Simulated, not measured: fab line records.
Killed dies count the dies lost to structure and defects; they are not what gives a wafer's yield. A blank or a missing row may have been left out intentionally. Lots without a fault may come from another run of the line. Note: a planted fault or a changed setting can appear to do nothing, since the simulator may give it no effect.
Which of the tools did it? ; flow nand-harc ; 18 wafers from 6 lots sampled at 2 of the route's 1302 steps

## WHAT THE GAUGES READ, wafer by wafer
NHARC_P_ZERO_WELL_CD_MEAS_24 targets a cd of 720 nm.
lot;measured;on;cd-nm (nm)
L801;day 4 00:30;cd-sem-03;719.6 716.0 718.9
L803;day 4 20:35;cd-sem-01;718.9 719.5 715.9
L807;day 6 12:26;cd-sem-02;717.2 719.9 719.7
L809;day 7 08:58;cd-sem-01;717.7 716.0 714.7
L812;day 8 14:28;cd-sem-03;726.6 726.6 727.9 726.7 726.4 728.0
L815;day 9 20:28;cd-sem-02;718.0 719.6 720.1

## WHICH TOOL RAN EACH LOT (tool, then ch and the chambers of the sampled wafers, then the start)
lot;NHARC_P_ZERO_WELL_PEB_22
L801;litho-track-03 ch 0, day 4 00:25
L803;litho-track-07 ch 0, day 4 20:29
L807;litho-track-05 ch 0, day 6 12:20
L809;litho-track-03 ch 0, day 7 08:52
L812;litho-track-03 ch 0, day 8 14:22
L815;litho-track-05 ch 0, day 9 20:22
- NHARC_P_ZERO_WELL_PEB_22: peb time 85 s.

## THE ANSWER, worked out from the rows above alone
Rule: the lots themselves supply what counts as usual. The widest of any qualifying gaps counts: lots, ordered by their means at a reading, are off when they make up no more than a third of the lots, leave a main group of 4 or more, and stand apart from it by 3 or more times the standard deviation of that group's means. A main group is skipped when, at the precision printed for the reading in the tables above, its means are all equal. A lot without any number at a reading at which 4 lots or more have one is off too. All remaining lots with rows at the step are treated as sound.
Off at NHARC_P_ZERO_WELL_CD_MEAS_24 (cd-nm): L812. Mean 718.1 nm and standard deviation 1.1 in the main group.
A tool fits if, at a process step before that reading, it ran every lot that is off, and no sound lot after the first of them. Gauges at NHARC_P_ZERO_WELL_CD_MEAS_24: tried the same way as those tools. This does not decide it: 2 tools fit, namely litho-track-03 at NHARC_P_ZERO_WELL_PEB_22 and cd-sem-03 at NHARC_P_ZERO_WELL_CD_MEAS_24.

## WHAT THE SIMULATOR HAD PUT IN
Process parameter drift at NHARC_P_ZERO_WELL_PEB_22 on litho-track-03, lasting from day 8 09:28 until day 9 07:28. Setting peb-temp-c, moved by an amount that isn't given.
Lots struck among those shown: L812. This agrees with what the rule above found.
